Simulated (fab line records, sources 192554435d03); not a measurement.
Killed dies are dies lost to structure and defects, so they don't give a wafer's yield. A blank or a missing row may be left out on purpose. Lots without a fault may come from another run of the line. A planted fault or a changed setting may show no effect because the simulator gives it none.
Chamber matching | flow n5_finfet | N5_BEOL_M6_ETCH_62 on rie_diel-05: 4 sister chambers
The step etches SOC in N2/H2, target depth 110 nm, overetch 22 nm, time 165 s. 16 wafers are shown with their chamber, then 8 later ones without.

WAFERS WITH THEIR CHAMBER
wafer  | chamber | showerhead_plenum_p_Torr (Torr) | throttle_valve_pct (%) | oes_product_au (a.u.)
L082.1 | 1       | 2.47                            | 17.59                  | 0.74
L082.3 | 2       | 2.63                            | 18.03                  | 0.61
L082.4 | 0       | 2.56                            | 17.70                  | 0.68
L083.2 | 0       | 2.56                            | 17.73                  | 0.68
L083.3 | 3       | 2.47                            | 17.37                  | 0.73
L083.6 | 2       | 2.63                            | 18.03                  | 0.61
L086.2 | 1       | 2.46                            | 17.60                  | 0.73
L086.4 | 2       | 2.62                            | 18.05                  | 0.62
L086.5 | 2       | 2.62                            | 18.05                  | 0.61
L076.3 | 0       | 2.56                            | 17.73                  | 0.68
L076.4 | 3       | 2.47                            | 17.38                  | 0.73
L076.6 | 3       | 2.47                            | 17.40                  | 0.72
L089.2 | 2       | 2.62                            | 18.04                  | 0.60
L089.3 | 1       | 2.46                            | 17.59                  | 0.73
L089.5 | 1       | 2.46                            | 17.60                  | 0.73
L090.2 | 2       | 2.62                            | 18.06                  | 0.60

SIGNATURES (means of the wafers above)
reading                  | chamber 0 | chamber 1 | chamber 2 | chamber 3 | scatter within a chamber
showerhead_plenum_p_Torr | 2.5600    | 2.4625    | 2.6233    | 2.4700    | 0.00417
throttle_valve_pct       | 17.7200   | 17.5950   | 18.0433   | 17.3833   | 0.0126
oes_product_au           | 0.6800    | 0.7325    | 0.6083    | 0.7267    | 0.00595
Rule: a wafer's distance from a chamber is the root of the sum, over the readings, of the square of ((its reading less the chamber's mean) divided by the reading's scatter). The wafer belongs to the nearest chamber; if the next one is less than 2 further off, it can't be placed. The scatter: the root of (the sum of the squares of (reading less its chamber's mean) over the shown wafers, divided by (wafers less chambers)).

WAFERS WITHOUT THEIR CHAMBER
wafer  | showerhead_plenum_p_Torr (Torr) | throttle_valve_pct (%) | oes_product_au (a.u.)
L090.4 | 2.56                            | 17.74                  | 0.68
L090.6 | 2.56                            | 17.72                  | 0.67
L088.2 | 2.46                            | 17.61                  | 0.72
L088.3 | 2.46                            | 17.41                  | 0.72
L088.6 | 2.62                            | 18.07                  | 0.60
L093.2 | 2.46                            | 17.40                  | 0.72
L093.4 | 2.62                            | 18.07                  | 0.60
L093.6 | 2.56                            | 17.75                  | 0.66

WHICH CHAMBER EACH WENT THROUGH
wafer  | from the rows above | in truth
L090.4 | 0                   | 0
L090.6 | 0                   | 0
L088.2 | 1                   | 1
L088.3 | 3                   | 3
L088.6 | 2                   | 2
L093.2 | 3                   | 3
L093.4 | 2                   | 2
L093.6 | 0                   | 0
Placed correctly: 8 of 8. Can't be placed from these rows: 0. Placed wrongly: 0.
